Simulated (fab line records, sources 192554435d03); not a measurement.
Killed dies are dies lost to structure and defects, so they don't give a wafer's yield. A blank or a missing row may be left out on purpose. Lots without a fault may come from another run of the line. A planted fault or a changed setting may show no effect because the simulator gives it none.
Split-lot experiment | flow n5_finfet | 7 lots, 21 wafers read, on a route of 1938 steps

THE SPLIT
At N5_BEOL_M10_ILD_DEP_00 (deposits SiCOH lowk from DEMS/porogen, target thk 308.51 nm, time 58 s), the setting time_s was moved away from the recipe's 58 s on 10 of the 21 wafers read, by -6.6% to +12.1%. The other wafers ran this setting at the recipe's value.

FROM THE SPLIT TO THE READING: what the file shows between them, 1 step
- N5_BEOL_M10_CURE_71: cures SiCOH lowk, time 240 s

THE READING
M10_ILD_THK, in nm, at N5_BEOL_M10_THK_MEAS_01. Fault-free wafers of this fab line usually give 268 nm, standard deviation 3.5 nm.

wafer  | tool, chamber at the split | time_s as run, s | against the recipe | M10_ILD_THK, nm | against lot-mates on the recipe
L074.1 | pecvd-01, 1                | 54.46            | -6.1%              | 241             | -24
L074.3 | pecvd-01, 0                | 58               | recipe             | 264             | -
L074.6 | pecvd-01, 1                | 58               | recipe             | 266             | -
L076.2 | pecvd-04, 1                | 62.6             | +7.9%              | 286             | +14
L076.3 | pecvd-04, 1                | 62.6             | +7.9%              | 290             | +18
L076.4 | pecvd-04, 0                | 58               | recipe             | 272             | -
L078.4 | pecvd-01, 2                | 58               | recipe             | 265             | -
L078.5 | pecvd-01, 1                | 65.01            | +12.1%             | 299             | +34
L078.6 | pecvd-01, 0                | 65.01            | +12.1%             | 299             | +34
L082.2 | pecvd-03, 2                | 54.15            | -6.6%              | 248             | -19
L082.4 | pecvd-03, 1                | 54.15            | -6.6%              | 254             | -13
L082.6 | pecvd-03, 2                | 58               | recipe             | 267             | -
L084.2 | pecvd-04, 1                | 58               | recipe             | 266             | -
L084.4 | pecvd-04, 1                | 58               | recipe             | 272             | -
L084.6 | pecvd-04, 0                | 58               | recipe             | 270             | -
L085.3 | pecvd-04, 2                | 58               | recipe             | 265             | -
L085.4 | pecvd-04, 2                | 58               | recipe             | 269             | -
L085.5 | pecvd-04, 0                | 55.73            | -3.9%              | 259             | -8
L093.1 | pecvd-01, 0                | 58               | recipe             | 265             | -
L093.4 | pecvd-01, 2                | 55.46            | -4.4%              | 257             | -8
L093.6 | pecvd-01, 1                | 55.46            | -4.4%              | 257             | -8

THE FIT
A straight line over all 21 wafers: M10_ILD_THK changes by +2.67 nm for each +1% of time_s; r = +0.97; the points scatter about the line by 3.4 nm.
The same after taking each lot's own level away (the mean of its wafers on the recipe; 21 wafers): +2.57 nm for each +1%; r = +0.97; scatter 3.3 nm.
On that fit, the largest move of time_s shifts the reading by 31 nm.
The lots' own levels span 265.0 to 272.0 nm, that is 2.0 times the standard deviation above.
So the lot-to-lot level changes the slope little: the two slopes agree.
Check: with one of the wafers moved furthest among these (+12.1%) left out of the fit, the line predicts +29.9 nm for it against its lot-mates. It came out at +34 nm against them.

THE WHOLE CHAIN: every reading that the file lists as answering this split, in the file's order
step                    | what it does                                                           | reading                                                                                   | change (the file's fit)              | r (the file's)
N5_BEOL_M10_ILD_DEP_00  | deposits SiCOH lowk from DEMS/porogen, target thk 308.51 nm, time 58 s | SiCOH_lowk_of_BEOL_M10_ILD_DEP_00.thk_nm (the simulator's own value, which no gauge read) | +2.99 nm for each +1% of the setting | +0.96
N5_BEOL_M10_CURE_71     | cures SiCOH lowk, time 240 s                                           | SiCOH_lowk_of_BEOL_M10_ILD_DEP_00.thk_nm (the simulator's own value, which no gauge read) | +2.64 nm for each +1% of the setting | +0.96
N5_BEOL_M10_THK_MEAS_01 |                                                                        | M10_ILD_THK                                                                               | +2.65 for each +1% of the setting    | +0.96

THE FILE'S OWN FIT
M10_ILD_THK changes by +2.65 nm for each +1% of time_s, r = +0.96.
